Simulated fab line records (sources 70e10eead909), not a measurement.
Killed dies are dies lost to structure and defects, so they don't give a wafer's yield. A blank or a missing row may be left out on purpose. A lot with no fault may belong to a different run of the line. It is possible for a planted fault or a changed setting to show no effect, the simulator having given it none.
What tool caused it? || flow nand_harc || 24 lots with 72 wafers sampled at 5 steps, on a route of 1159 steps

== WHAT THE GAUGES SHOWED, per wafer ==
NHARC_A_SLIT_OVL_MEAS_10. Usual: overlay_x_nm 0.2 nm, standard deviation 0.73; overlay_y_nm 0.2 nm, standard deviation 0.78.
{"lot": "L075", "measured": "day 14 19:49", "on": "overlay-01", "overlay_x_nm (nm)": "0.4 0.2 0.2", "overlay_y_nm (nm)": "0.3 0.3 0.8", "flag": ""}
{"lot": "L077", "measured": "day 14 19:59", "on": "overlay-01", "overlay_x_nm (nm)": "0.6 0.9 1.0", "overlay_y_nm (nm)": "-1.3 -1.1 -1.4", "flag": ""}
{"lot": "L076", "measured": "day 14 20:08", "on": "overlay-01", "overlay_x_nm (nm)": "0.6 1.1 0.9", "overlay_y_nm (nm)": "0.6 0.4 1.1", "flag": ""}
{"lot": "L074", "measured": "day 15 07:19", "on": "overlay-01", "overlay_x_nm (nm)": "-1.5 -1.2 -1.4", "overlay_y_nm (nm)": "1.1 0.5 0.9", "flag": ""}
{"lot": "L078", "measured": "day 15 07:56", "on": "overlay-02", "overlay_x_nm (nm)": "0.0 -1.4 -0.2", "overlay_y_nm (nm)": "-0.9 -1.1 -0.9", "flag": ""}
{"lot": "L080", "measured": "day 15 11:35", "on": "overlay-02", "overlay_x_nm (nm)": "0.3 1.8 0.9", "overlay_y_nm (nm)": "0.2 1.1 1.2", "flag": ""}
{"lot": "L079", "measured": "day 15 12:15", "on": "overlay-02", "overlay_x_nm (nm)": "0.3 0.0 0.0", "overlay_y_nm (nm)": "0.7 0.5 0.8", "flag": ""}
{"lot": "L082", "measured": "day 16 02:44", "on": "overlay-02", "overlay_x_nm (nm)": "1.3 1.0 1.0", "overlay_y_nm (nm)": "0.5 0.8 0.5", "flag": ""}
{"lot": "L081", "measured": "day 16 03:25", "on": "overlay-02", "overlay_x_nm (nm)": "-0.1 0.2 -0.4", "overlay_y_nm (nm)": "-0.2 0.1 0.0", "flag": ""}
{"lot": "L083", "measured": "day 16 13:36", "on": "overlay-01", "overlay_x_nm (nm)": "0.3 0.1 -0.1", "overlay_y_nm (nm)": "1.1 1.1 1.0", "flag": ""}
{"lot": "L085", "measured": "day 16 19:10", "on": "overlay-02", "overlay_x_nm (nm)": "-0.9 -1.2 -1.1", "overlay_y_nm (nm)": "-0.3 0.2 0.2", "flag": ""}
{"lot": "L084", "measured": "day 16 21:13", "on": "overlay-01", "overlay_x_nm (nm)": "-0.7 -0.3 -0.8", "overlay_y_nm (nm)": "0.5 0.9 1.0", "flag": ""}
{"lot": "L087", "measured": "day 17 07:30", "on": "overlay-01", "overlay_x_nm (nm)": "-0.4 -0.1 -0.3", "overlay_y_nm (nm)": "0.1 -0.4 -0.1", "flag": ""}
{"lot": "L088", "measured": "day 17 07:42", "on": "overlay-02", "overlay_x_nm (nm)": "0.7 0.3 1.0", "overlay_y_nm (nm)": "-0.4 -0.3 -0.3", "flag": ""}
{"lot": "L086", "measured": "day 17 08:43", "on": "overlay-02", "overlay_x_nm (nm)": "0.2 -0.2 0.1", "overlay_y_nm (nm)": "-0.4 0.0 -0.9", "flag": ""}
{"lot": "L090", "measured": "day 18 09:06", "on": "overlay-02", "overlay_x_nm (nm)": "1.2 1.4 1.4", "overlay_y_nm (nm)": "-0.1 0.2 0.4", "flag": ""}
{"lot": "L089", "measured": "day 18 11:04", "on": "overlay-02", "overlay_x_nm (nm)": "-0.4 -0.6 -0.3", "overlay_y_nm (nm)": "0.7 0.6 0.4", "flag": ""}
{"lot": "L094", "measured": "day 18 18:08", "on": "overlay-01", "overlay_x_nm (nm)": "-1.0 -0.9 -0.6", "overlay_y_nm (nm)": "1.4 1.6 1.6", "flag": ""}
{"lot": "L091", "measured": "day 18 20:10", "on": "overlay-02", "overlay_x_nm (nm)": "-0.1 1.0 0.4", "overlay_y_nm (nm)": "-0.4 0.4 0.4", "flag": ""}
{"lot": "L093", "measured": "day 18 20:19", "on": "overlay-01", "overlay_x_nm (nm)": "1.2 1.9 0.8", "overlay_y_nm (nm)": "-0.9 -1.0 -0.7", "flag": ""}
{"lot": "L092", "measured": "day 18 20:46", "on": "overlay-02", "overlay_x_nm (nm)": "-0.4 0.1 -0.1", "overlay_y_nm (nm)": "-0.7 -0.2 0.1", "flag": ""}
{"lot": "L096", "measured": "day 19 14:35", "on": "overlay-01", "overlay_x_nm (nm)": "0.4 0.7 0.1", "overlay_y_nm (nm)": "1.2 1.3 1.0", "flag": ""}
{"lot": "L095", "measured": "day 19 14:43", "on": "overlay-02", "overlay_x_nm (nm)": "-0.2 -0.6 -0.2", "overlay_y_nm (nm)": "0.8 0.6 0.9", "flag": ""}
{"lot": "L097", "measured": "day 20 05:08", "on": "overlay-02", "overlay_x_nm (nm)": "0.4 0.5 0.9", "overlay_y_nm (nm)": "-0.9 -0.3 -0.3", "flag": ""}

NHARC_A_CONTACT_CD_MEAS_69: the cd target is 200 nm. Usual: cd_nm at 200.0 nm, with a standard deviation of 0.53.
{"lot": "L075", "measured": "day 17 00:20", "on": "cd_sem-02", "cd_nm (nm)": "200.3 200.6 198.9", "flag": ""}
{"lot": "L077", "measured": "day 17 02:04", "on": "cd_sem-03", "cd_nm (nm)": "199.5 199.8 199.9", "flag": ""}
{"lot": "L076", "measured": "day 16 22:51", "on": "cd_sem-02", "cd_nm (nm)": "199.5 199.6 199.3", "flag": ""}
{"lot": "L074", "measured": "day 18 00:45", "on": "cd_sem-01", "cd_nm (nm)": "200.3 200.0 200.2", "flag": ""}
{"lot": "L078", "measured": "day 17 17:24", "on": "cd_sem-03", "cd_nm (nm)": "199.5 199.8 200.1", "flag": ""}
{"lot": "L080", "measured": "day 17 13:28", "on": "cd_sem-01", "cd_nm (nm)": "200.3 199.6 199.2", "flag": ""}
{"lot": "L079", "measured": "day 17 22:32", "on": "cd_sem-01", "cd_nm (nm)": "200.2 200.5 201.0", "flag": ""}
{"lot": "L082", "measured": "day 18 11:11", "on": "cd_sem-03", "cd_nm (nm)": "200.3 199.9 200.6", "flag": ""}
{"lot": "L081", "measured": "day 18 09:35", "on": "cd_sem-02", "cd_nm (nm)": "199.6 200.7 200.6", "flag": ""}
{"lot": "L083", "measured": "day 19 00:16", "on": "cd_sem-02", "cd_nm (nm)": "199.6 199.7 199.7", "flag": ""}
{"lot": "L085", "measured": "day 19 03:20", "on": "cd_sem-02", "cd_nm (nm)": "199.5 199.8 200.7", "flag": ""}
{"lot": "L084", "measured": "day 19 09:06", "on": "cd_sem-03", "cd_nm (nm)": "199.4 200.1 199.6", "flag": ""}
{"lot": "L087", "measured": "day 19 13:40", "on": "cd_sem-02", "cd_nm (nm)": "199.8 200.5 199.9", "flag": ""}
{"lot": "L088", "measured": "day 19 12:05", "on": "cd_sem-02", "cd_nm (nm)": "200.0 200.2 199.6", "flag": ""}
{"lot": "L086", "measured": "day 19 19:42", "on": "cd_sem-02", "cd_nm (nm)": "199.2 199.9 199.6", "flag": ""}
{"lot": "L090", "measured": "day 20 18:18", "on": "cd_sem-02", "cd_nm (nm)": "199.1 200.1 200.0", "flag": ""}
{"lot": "L089", "measured": "day 20 15:56", "on": "cd_sem-02", "cd_nm (nm)": "200.3 200.0 199.3", "flag": ""}
{"lot": "L094", "measured": "day 20 22:26", "on": "cd_sem-02", "cd_nm (nm)": "200.4 200.5 201.8", "flag": ""}
{"lot": "L091", "measured": "day 21 06:30", "on": "cd_sem-02", "cd_nm (nm)": "200.0 200.7 200.7", "flag": ""}
{"lot": "L093", "measured": "day 21 12:24", "on": "cd_sem-02", "cd_nm (nm)": "200.7 200.3 200.3", "flag": ""}
{"lot": "L092", "measured": "day 21 08:13", "on": "cd_sem-01", "cd_nm (nm)": "200.7 200.1 200.3", "flag": ""}
{"lot": "L096", "measured": "day 22 02:47", "on": "cd_sem-02", "cd_nm (nm)": "199.7 199.8 199.4", "flag": ""}
{"lot": "L095", "measured": "day 21 21:25", "on": "cd_sem-02", "cd_nm (nm)": "199.9 199.9 198.9", "flag": ""}
{"lot": "L097", "measured": "day 22 09:53", "on": "cd_sem-02", "cd_nm (nm)": "199.2 199.4 200.1", "flag": ""}

== WHAT TOOL EACH LOT RAN ON (gives the tool, then ch and the chambers of the sampled wafers, and finally the start) ==
{"lot": "L075", "NHARC_A_CONTACT_ETCH_48": "rie_diel-06 ch 0,1,2, day 16 16:31", "NHARC_A_CONTACT_ETCH_113": "har_cap_etch-02 ch 0,1, day 16 17:59", "NHARC_A_CONTACT_ETCH_102": "rie_diel-03 ch 1,2, day 16 20:01"}
{"lot": "L077", "NHARC_A_CONTACT_ETCH_48": "rie_diel-07 ch 1,2,3, day 16 19:35", "NHARC_A_CONTACT_ETCH_113": "har_cap_etch-01 ch 0,1, day 16 21:03", "NHARC_A_CONTACT_ETCH_102": "rie_diel-06 ch 0,2, day 16 23:04"}
{"lot": "L076", "NHARC_A_CONTACT_ETCH_48": "rie_diel-07 ch 0,1, day 16 15:22", "NHARC_A_CONTACT_ETCH_113": "har_cap_etch-03 ch 0,1, day 16 17:04", "NHARC_A_CONTACT_ETCH_102": "rie_diel-07 ch 0,3, day 16 19:06"}
{"lot": "L074", "NHARC_A_CONTACT_ETCH_48": "rie_diel-07 ch 0,2,3, day 17 17:32", "NHARC_A_CONTACT_ETCH_113": "har_cap_etch-02 ch 0,1, day 17 19:29", "NHARC_A_CONTACT_ETCH_102": "rie_diel-06 ch 0,1,3, day 17 21:35"}
{"lot": "L078", "NHARC_A_CONTACT_ETCH_48": "rie_diel-07 ch 0,2, day 17 09:58", "NHARC_A_CONTACT_ETCH_113": "har_cap_etch-02 ch 0,1, day 17 11:40", "NHARC_A_CONTACT_ETCH_102": "rie_diel-07 ch 2,3, day 17 13:49"}
{"lot": "L080", "NHARC_A_CONTACT_ETCH_48": "rie_diel-07 ch 0,2, day 17 04:50", "NHARC_A_CONTACT_ETCH_113": "har_cap_etch-03 ch 0,1, day 17 06:30", "NHARC_A_CONTACT_ETCH_102": "rie_diel-07 ch 0,2,3, day 17 08:34"}
{"lot": "L079", "NHARC_A_CONTACT_ETCH_48": "rie_diel-07 ch 0,3, day 17 14:58", "NHARC_A_CONTACT_ETCH_113": "har_cap_etch-03 ch 0,1, day 17 16:41", "NHARC_A_CONTACT_ETCH_102": "rie_diel-03 ch 1,2,3, day 17 18:44"}
{"lot": "L082", "NHARC_A_CONTACT_ETCH_48": "rie_diel-03 ch 2,3, day 18 00:29", "NHARC_A_CONTACT_ETCH_113": "har_cap_etch-03 ch 0,1, day 18 02:07", "NHARC_A_CONTACT_ETCH_102": "rie_diel-06 ch 0,2, day 18 04:35"}
{"lot": "L081", "NHARC_A_CONTACT_ETCH_48": "rie_diel-06 ch 0,1, day 17 23:34", "NHARC_A_CONTACT_ETCH_113": "har_cap_etch-01 ch 0,1, day 18 01:35", "NHARC_A_CONTACT_ETCH_102": "rie_diel-06 ch 0,2,3, day 18 03:55"}
{"lot": "L083", "NHARC_A_CONTACT_ETCH_48": "rie_diel-07 ch 0,2,3, day 18 15:19", "NHARC_A_CONTACT_ETCH_113": "har_cap_etch-01 ch 0,1, day 18 16:57", "NHARC_A_CONTACT_ETCH_102": "rie_diel-03 ch 1,2,3, day 18 19:11"}
{"lot": "L085", "NHARC_A_CONTACT_ETCH_48": "rie_diel-07 ch 0,1,3, day 18 18:25", "NHARC_A_CONTACT_ETCH_113": "har_cap_etch-03 ch 0,1, day 18 19:56", "NHARC_A_CONTACT_ETCH_102": "rie_diel-07 ch 1,2,3, day 18 21:56"}
{"lot": "L084", "NHARC_A_CONTACT_ETCH_48": "rie_diel-07 ch 1,2, day 19 01:08", "NHARC_A_CONTACT_ETCH_113": "har_cap_etch-03 ch 0,1, day 19 02:37", "NHARC_A_CONTACT_ETCH_102": "rie_diel-06 ch 1,3, day 19 04:38"}
{"lot": "L087", "NHARC_A_CONTACT_ETCH_48": "rie_diel-03 ch 1,2, day 19 05:51", "NHARC_A_CONTACT_ETCH_113": "har_cap_etch-03 ch 0,1, day 19 07:36", "NHARC_A_CONTACT_ETCH_102": "rie_diel-06 ch 0,1,2, day 19 09:41"}
{"lot": "L088", "NHARC_A_CONTACT_ETCH_48": "rie_diel-06 ch 2,3, day 19 05:17", "NHARC_A_CONTACT_ETCH_113": "har_cap_etch-02 ch 0,1, day 19 06:54", "NHARC_A_CONTACT_ETCH_102": "rie_diel-07 ch 0,3, day 19 08:55"}
{"lot": "L086", "NHARC_A_CONTACT_ETCH_48": "rie_diel-07 ch 0,1,2, day 19 12:49", "NHARC_A_CONTACT_ETCH_113": "har_cap_etch-03 ch 0,1, day 19 14:23", "NHARC_A_CONTACT_ETCH_102": "rie_diel-06 ch 0,2,3, day 19 16:33"}
{"lot": "L090", "NHARC_A_CONTACT_ETCH_48": "rie_diel-07 ch 0,1,3, day 20 11:43", "NHARC_A_CONTACT_ETCH_113": "har_cap_etch-01 ch 0,1, day 20 13:10", "NHARC_A_CONTACT_ETCH_102": "rie_diel-07 ch 0,1,3, day 20 15:11"}
{"lot": "L089", "NHARC_A_CONTACT_ETCH_48": "rie_diel-07 ch 0,1,2, day 20 09:22", "NHARC_A_CONTACT_ETCH_113": "har_cap_etch-02 ch 0,1, day 20 10:51", "NHARC_A_CONTACT_ETCH_102": "rie_diel-06 ch 0,1,3, day 20 12:53"}
{"lot": "L094", "NHARC_A_CONTACT_ETCH_48": "rie_diel-07 ch 1,3, day 20 13:10", "NHARC_A_CONTACT_ETCH_113": "har_cap_etch-03 ch 0,1, day 20 14:46", "NHARC_A_CONTACT_ETCH_102": "rie_diel-06 ch 0,1, day 20 17:11"}
{"lot": "L091", "NHARC_A_CONTACT_ETCH_48": "rie_diel-06 ch 1,3, day 20 21:54", "NHARC_A_CONTACT_ETCH_113": "har_cap_etch-03 ch 0,1, day 20 23:36", "NHARC_A_CONTACT_ETCH_102": "rie_diel-03 ch 0,2,3, day 21 02:15"}
{"lot": "L093", "NHARC_A_CONTACT_ETCH_48": "rie_diel-07 ch 0,1,2, day 21 05:09", "NHARC_A_CONTACT_ETCH_113": "har_cap_etch-02 ch 0,1, day 21 06:56", "NHARC_A_CONTACT_ETCH_102": "rie_diel-07 ch 1,2,3, day 21 09:07"}
{"lot": "L092", "NHARC_A_CONTACT_ETCH_48": "rie_diel-03 ch 0,1,2, day 21 01:05", "NHARC_A_CONTACT_ETCH_113": "har_cap_etch-01 ch 0,1, day 21 02:40", "NHARC_A_CONTACT_ETCH_102": "rie_diel-07 ch 0,2, day 21 04:45"}
{"lot": "L096", "NHARC_A_CONTACT_ETCH_48": "rie_diel-07 ch 0,3, day 21 18:20", "NHARC_A_CONTACT_ETCH_113": "har_cap_etch-03 ch 0,1, day 21 19:56", "NHARC_A_CONTACT_ETCH_102": "rie_diel-03 ch 0,2,3, day 21 22:53"}
{"lot": "L095", "NHARC_A_CONTACT_ETCH_48": "rie_diel-07 ch 0,2,3, day 21 14:25", "NHARC_A_CONTACT_ETCH_113": "har_cap_etch-02 ch 0,1, day 21 15:58", "NHARC_A_CONTACT_ETCH_102": "rie_diel-07 ch 0,1,2, day 21 18:04"}
{"lot": "L097", "NHARC_A_CONTACT_ETCH_48": "rie_diel-07 ch 0,3, day 22 02:31", "NHARC_A_CONTACT_ETCH_113": "har_cap_etch-02 ch 0,1, day 22 04:38", "NHARC_A_CONTACT_ETCH_102": "rie_diel-03 ch 1,2, day 22 06:44"}
- NHARC_A_CONTACT_ETCH_48: etches the open film in CF4, target depth 39 nm, time 65 s.
- NHARC_A_CONTACT_ETCH_113: etches the open film in C4F8/O2/Ar, time 94 s, target depth 922 nm.
- NHARC_A_CONTACT_ETCH_102: etches the open film in CF4/O2, target depth 70 nm, overetch 7 nm, time 38.5 s.

== AS READ BY THE TOOLS THEMSELVES (means over the sampled wafers that have a number; for cases with no such wafer, the mark the record gives instead) ==
NHARC_A_CONTACT_ETCH_48. Usual: drypump_motor_current_A 5.4 A, standard deviation 0.33; oes_product_au 0.999 a.u., standard deviation 0.011; rf_vpp_V 151.8 V, standard deviation 1.2; showerhead_plenum_p_Torr 1.81 Torr, standard deviation 0.062; throttle_valve_pct 13.284 %, standard deviation 0.0091.
{"lot": "L075", "tool": "rie_diel-06", "drypump_motor_current_A (A)": 5.4, "oes_product_au (a.u.)": 1.002, "rf_vpp_V (V)": 151.3, "showerhead_plenum_p_Torr (Torr)": 1.76, "throttle_valve_pct (%)": 13.276, "flag": ""}
{"lot": "L077", "tool": "rie_diel-07", "drypump_motor_current_A (A)": 5.5, "oes_product_au (a.u.)": 0.998, "rf_vpp_V (V)": 151.9, "showerhead_plenum_p_Torr (Torr)": 1.85, "throttle_valve_pct (%)": 13.289, "flag": ""}
{"lot": "L076", "tool": "rie_diel-07", "drypump_motor_current_A (A)": 5.4, "oes_product_au (a.u.)": 0.997, "rf_vpp_V (V)": 152.1, "showerhead_plenum_p_Torr (Torr)": 1.84, "throttle_valve_pct (%)": 13.279, "flag": ""}
{"lot": "L074", "tool": "rie_diel-07", "drypump_motor_current_A (A)": 5.4, "oes_product_au (a.u.)": 0.994, "rf_vpp_V (V)": 152.5, "showerhead_plenum_p_Torr (Torr)": 1.82, "throttle_valve_pct (%)": 13.284, "flag": ""}
{"lot": "L078", "tool": "rie_diel-07", "drypump_motor_current_A (A)": 5.2, "oes_product_au (a.u.)": 1.000, "rf_vpp_V (V)": 151.9, "showerhead_plenum_p_Torr (Torr)": 1.80, "throttle_valve_pct (%)": 13.291, "flag": ""}
{"lot": "L080", "tool": "rie_diel-07", "drypump_motor_current_A (A)": 5.3, "oes_product_au (a.u.)": 1.001, "rf_vpp_V (V)": 152.0, "showerhead_plenum_p_Torr (Torr)": 1.81, "throttle_valve_pct (%)": 13.284, "flag": ""}
{"lot": "L079", "tool": "rie_diel-07", "drypump_motor_current_A (A)": 5.3, "oes_product_au (a.u.)": 0.999, "rf_vpp_V (V)": 151.1, "showerhead_plenum_p_Torr (Torr)": 1.82, "throttle_valve_pct (%)": 13.286, "flag": ""}
{"lot": "L082", "tool": "rie_diel-03", "drypump_motor_current_A (A)": 5.0, "oes_product_au (a.u.)": 1.007, "rf_vpp_V (V)": 152.0, "showerhead_plenum_p_Torr (Torr)": 1.84, "throttle_valve_pct (%)": 13.287, "flag": ""}
{"lot": "L081", "tool": "rie_diel-06", "drypump_motor_current_A (A)": 5.5, "oes_product_au (a.u.)": 0.996, "rf_vpp_V (V)": 150.7, "showerhead_plenum_p_Torr (Torr)": 1.68, "throttle_valve_pct (%)": 13.286, "flag": ""}
{"lot": "L083", "tool": "rie_diel-07", "drypump_motor_current_A (A)": 5.3, "oes_product_au (a.u.)": 0.996, "rf_vpp_V (V)": 152.1, "showerhead_plenum_p_Torr (Torr)": 1.82, "throttle_valve_pct (%)": 13.285, "flag": ""}
{"lot": "L085", "tool": "rie_diel-07", "drypump_motor_current_A (A)": 5.4, "oes_product_au (a.u.)": 1.004, "rf_vpp_V (V)": 152.2, "showerhead_plenum_p_Torr (Torr)": 1.84, "throttle_valve_pct (%)": 13.279, "flag": ""}
{"lot": "L084", "tool": "rie_diel-07", "drypump_motor_current_A (A)": 5.5, "oes_product_au (a.u.)": 1.000, "rf_vpp_V (V)": 152.7, "showerhead_plenum_p_Torr (Torr)": 1.84, "throttle_valve_pct (%)": 13.278, "flag": ""}
{"lot": "L087", "tool": "rie_diel-03", "drypump_motor_current_A (A)": 5.8, "oes_product_au (a.u.)": 1.003, "rf_vpp_V (V)": 152.3, "showerhead_plenum_p_Torr (Torr)": 1.80, "throttle_valve_pct (%)": 13.293, "flag": ""}
{"lot": "L088", "tool": "rie_diel-06", "drypump_motor_current_A (A)": 5.7, "oes_product_au (a.u.)": 0.998, "rf_vpp_V (V)": 152.3, "showerhead_plenum_p_Torr (Torr)": 1.82, "throttle_valve_pct (%)": 13.285, "flag": ""}
{"lot": "L086", "tool": "rie_diel-07", "drypump_motor_current_A (A)": 5.3, "oes_product_au (a.u.)": 0.997, "rf_vpp_V (V)": 152.6, "showerhead_plenum_p_Torr (Torr)": 1.82, "throttle_valve_pct (%)": 13.285, "flag": ""}
{"lot": "L090", "tool": "rie_diel-07", "drypump_motor_current_A (A)": 5.4, "oes_product_au (a.u.)": 1.000, "rf_vpp_V (V)": 151.4, "showerhead_plenum_p_Torr (Torr)": 1.84, "throttle_valve_pct (%)": 13.282, "flag": ""}
{"lot": "L089", "tool": "rie_diel-07", "drypump_motor_current_A (A)": 5.3, "oes_product_au (a.u.)": 0.999, "rf_vpp_V (V)": 151.3, "showerhead_plenum_p_Torr (Torr)": 1.82, "throttle_valve_pct (%)": 13.279, "flag": ""}
{"lot": "L094", "tool": "rie_diel-07", "drypump_motor_current_A (A)": 5.6, "oes_product_au (a.u.)": 0.994, "rf_vpp_V (V)": 153.1, "showerhead_plenum_p_Torr (Torr)": 1.86, "throttle_valve_pct (%)": 13.290, "flag": ""}
{"lot": "L091", "tool": "rie_diel-06", "drypump_motor_current_A (A)": 5.4, "oes_product_au (a.u.)": 0.999, "rf_vpp_V (V)": 150.8, "showerhead_plenum_p_Torr (Torr)": 1.69, "throttle_valve_pct (%)": 13.278, "flag": ""}
{"lot": "L093", "tool": "rie_diel-07", "drypump_motor_current_A (A)": 5.3, "oes_product_au (a.u.)": 0.997, "rf_vpp_V (V)": 151.8, "showerhead_plenum_p_Torr (Torr)": 1.82, "throttle_valve_pct (%)": 13.287, "flag": ""}
{"lot": "L092", "tool": "rie_diel-03", "drypump_motor_current_A (A)": 5.5, "oes_product_au (a.u.)": 1.006, "rf_vpp_V (V)": 152.2, "showerhead_plenum_p_Torr (Torr)": 1.78, "throttle_valve_pct (%)": 13.275, "flag": ""}
{"lot": "L096", "tool": "rie_diel-07", "drypump_motor_current_A (A)": 5.3, "oes_product_au (a.u.)": 1.006, "rf_vpp_V (V)": 152.6, "showerhead_plenum_p_Torr (Torr)": 1.82, "throttle_valve_pct (%)": 13.286, "flag": ""}
{"lot": "L095", "tool": "rie_diel-07", "drypump_motor_current_A (A)": 5.4, "oes_product_au (a.u.)": 0.999, "rf_vpp_V (V)": 152.1, "showerhead_plenum_p_Torr (Torr)": 1.82, "throttle_valve_pct (%)": 13.281, "flag": ""}
{"lot": "L097", "tool": "rie_diel-07", "drypump_motor_current_A (A)": 5.4, "oes_product_au (a.u.)": 0.999, "rf_vpp_V (V)": 152.9, "showerhead_plenum_p_Torr (Torr)": 1.84, "throttle_valve_pct (%)": 13.282, "flag": ""}

NHARC_A_CONTACT_ETCH_102. Usual: drypump_motor_current_A 5.5 A, standard deviation 0.41; oes_product_au 0.999 a.u., standard deviation 0.011; rf_vpp_V 198.0 V, standard deviation 1.4; showerhead_plenum_p_Torr 1.35 Torr, standard deviation 0.062; throttle_valve_pct 13.397 %, standard deviation 0.0087.
{"lot": "L075", "tool": "rie_diel-03", "drypump_motor_current_A (A)": 5.7, "oes_product_au (a.u.)": 1.002, "rf_vpp_V (V)": 197.9, "showerhead_plenum_p_Torr (Torr)": 1.36, "throttle_valve_pct (%)": 13.402, "flag": ""}
{"lot": "L077", "tool": "rie_diel-06", "drypump_motor_current_A (A)": 5.6, "oes_product_au (a.u.)": 0.996, "rf_vpp_V (V)": 197.3, "showerhead_plenum_p_Torr (Torr)": 1.32, "throttle_valve_pct (%)": 13.395, "flag": ""}
{"lot": "L076", "tool": "rie_diel-07", "drypump_motor_current_A (A)": 5.2, "oes_product_au (a.u.)": 0.997, "rf_vpp_V (V)": 199.2, "showerhead_plenum_p_Torr (Torr)": 1.38, "throttle_valve_pct (%)": 13.398, "flag": ""}
{"lot": "L074", "tool": "rie_diel-06", "drypump_motor_current_A (A)": 5.6, "oes_product_au (a.u.)": 1.000, "rf_vpp_V (V)": 197.0, "showerhead_plenum_p_Torr (Torr)": 1.27, "throttle_valve_pct (%)": 13.397, "flag": ""}
{"lot": "L078", "tool": "rie_diel-07", "drypump_motor_current_A (A)": 5.5, "oes_product_au (a.u.)": 0.991, "rf_vpp_V (V)": 198.6, "showerhead_plenum_p_Torr (Torr)": 1.38, "throttle_valve_pct (%)": 13.392, "flag": ""}
{"lot": "L080", "tool": "rie_diel-07", "drypump_motor_current_A (A)": 5.4, "oes_product_au (a.u.)": 0.999, "rf_vpp_V (V)": 198.6, "showerhead_plenum_p_Torr (Torr)": 1.38, "throttle_valve_pct (%)": 13.392, "flag": ""}
{"lot": "L079", "tool": "rie_diel-03", "drypump_motor_current_A (A)": 5.5, "oes_product_au (a.u.)": 1.007, "rf_vpp_V (V)": 198.3, "showerhead_plenum_p_Torr (Torr)": 1.39, "throttle_valve_pct (%)": 13.398, "flag": ""}
{"lot": "L082", "tool": "rie_diel-06", "drypump_motor_current_A (A)": 5.6, "oes_product_au (a.u.)": 0.996, "rf_vpp_V (V)": 199.0, "showerhead_plenum_p_Torr (Torr)": 1.37, "throttle_valve_pct (%)": 13.406, "flag": ""}
{"lot": "L081", "tool": "rie_diel-06", "drypump_motor_current_A (A)": 5.8, "oes_product_au (a.u.)": 1.001, "rf_vpp_V (V)": 197.9, "showerhead_plenum_p_Torr (Torr)": 1.31, "throttle_valve_pct (%)": 13.395, "flag": ""}
{"lot": "L083", "tool": "rie_diel-03", "drypump_motor_current_A (A)": 5.5, "oes_product_au (a.u.)": 0.996, "rf_vpp_V (V)": 199.1, "showerhead_plenum_p_Torr (Torr)": 1.39, "throttle_valve_pct (%)": 13.395, "flag": ""}
{"lot": "L085", "tool": "rie_diel-07", "drypump_motor_current_A (A)": 5.5, "oes_product_au (a.u.)": 0.999, "rf_vpp_V (V)": 198.1, "showerhead_plenum_p_Torr (Torr)": 1.39, "throttle_valve_pct (%)": 13.393, "flag": ""}
{"lot": "L084", "tool": "rie_diel-06", "drypump_motor_current_A (A)": 5.4, "oes_product_au (a.u.)": 0.995, "rf_vpp_V (V)": 197.3, "showerhead_plenum_p_Torr (Torr)": 1.28, "throttle_valve_pct (%)": 13.397, "flag": ""}
{"lot": "L087", "tool": "rie_diel-06", "drypump_motor_current_A (A)": 5.4, "oes_product_au (a.u.)": 0.998, "rf_vpp_V (V)": 197.5, "showerhead_plenum_p_Torr (Torr)": 1.33, "throttle_valve_pct (%)": 13.396, "flag": ""}
{"lot": "L088", "tool": "rie_diel-07", "drypump_motor_current_A (A)": 5.3, "oes_product_au (a.u.)": 1.006, "rf_vpp_V (V)": 198.3, "showerhead_plenum_p_Torr (Torr)": 1.38, "throttle_valve_pct (%)": 13.401, "flag": ""}
{"lot": "L086", "tool": "rie_diel-06", "drypump_motor_current_A (A)": 5.8, "oes_product_au (a.u.)": 0.994, "rf_vpp_V (V)": 197.2, "showerhead_plenum_p_Torr (Torr)": 1.31, "throttle_valve_pct (%)": 13.407, "flag": ""}
{"lot": "L090", "tool": "rie_diel-07", "drypump_motor_current_A (A)": 5.4, "oes_product_au (a.u.)": 1.002, "rf_vpp_V (V)": 199.0, "showerhead_plenum_p_Torr (Torr)": 1.39, "throttle_valve_pct (%)": 13.394, "flag": ""}
{"lot": "L089", "tool": "rie_diel-06", "drypump_motor_current_A (A)": 5.6, "oes_product_au (a.u.)": 0.996, "rf_vpp_V (V)": 196.0, "showerhead_plenum_p_Torr (Torr)": 1.26, "throttle_valve_pct (%)": 13.399, "flag": ""}
{"lot": "L094", "tool": "rie_diel-06", "drypump_motor_current_A (A)": 5.2, "oes_product_au (a.u.)": 0.991, "rf_vpp_V (V)": 196.6, "showerhead_plenum_p_Torr (Torr)": 1.27, "throttle_valve_pct (%)": 13.404, "flag": ""}
{"lot": "L091", "tool": "rie_diel-03", "drypump_motor_current_A (A)": 5.2, "oes_product_au (a.u.)": 1.005, "rf_vpp_V (V)": 197.5, "showerhead_plenum_p_Torr (Torr)": 1.37, "throttle_valve_pct (%)": 13.391, "flag": ""}
{"lot": "L093", "tool": "rie_diel-07", "drypump_motor_current_A (A)": 5.5, "oes_product_au (a.u.)": 0.993, "rf_vpp_V (V)": 199.3, "showerhead_plenum_p_Torr (Torr)": 1.39, "throttle_valve_pct (%)": 13.387, "flag": ""}
{"lot": "L092", "tool": "rie_diel-07", "drypump_motor_current_A (A)": 5.1, "oes_product_au (a.u.)": 1.006, "rf_vpp_V (V)": 197.9, "showerhead_plenum_p_Torr (Torr)": 1.36, "throttle_valve_pct (%)": 13.400, "flag": ""}
{"lot": "L096", "tool": "rie_diel-03", "drypump_motor_current_A (A)": 5.2, "oes_product_au (a.u.)": 1.008, "rf_vpp_V (V)": 198.0, "showerhead_plenum_p_Torr (Torr)": 1.36, "throttle_valve_pct (%)": 13.399, "flag": ""}
{"lot": "L095", "tool": "rie_diel-07", "drypump_motor_current_A (A)": 5.4, "oes_product_au (a.u.)": 1.006, "rf_vpp_V (V)": 199.1, "showerhead_plenum_p_Torr (Torr)": 1.38, "throttle_valve_pct (%)": 13.395, "flag": ""}
{"lot": "L097", "tool": "rie_diel-03", "drypump_motor_current_A (A)": 5.2, "oes_product_au (a.u.)": 1.014, "rf_vpp_V (V)": 197.6, "showerhead_plenum_p_Torr (Torr)": 1.36, "throttle_valve_pct (%)": 13.402, "flag": ""}

== THE ANSWER, worked out from the rows above alone ==
Rule: a lot is off if the mean of its wafers that have a number lies more than 3 standard deviations from the usual mean. Also off: a lot with no number at a reading for which 4 or more lots have one. All remaining lots with rows at the step are treated as sound. Order of review: gauges by route order, followed by the tools' own readings, for which a lot's mean as printed above is used. At the first step where some lot is off, the reading lying furthest off is the one used; lots without a number count as furthest.
None of the lots is off at any reading shown; this tells nothing.

== WHAT WAS PUT IN BY THE SIMULATOR ==
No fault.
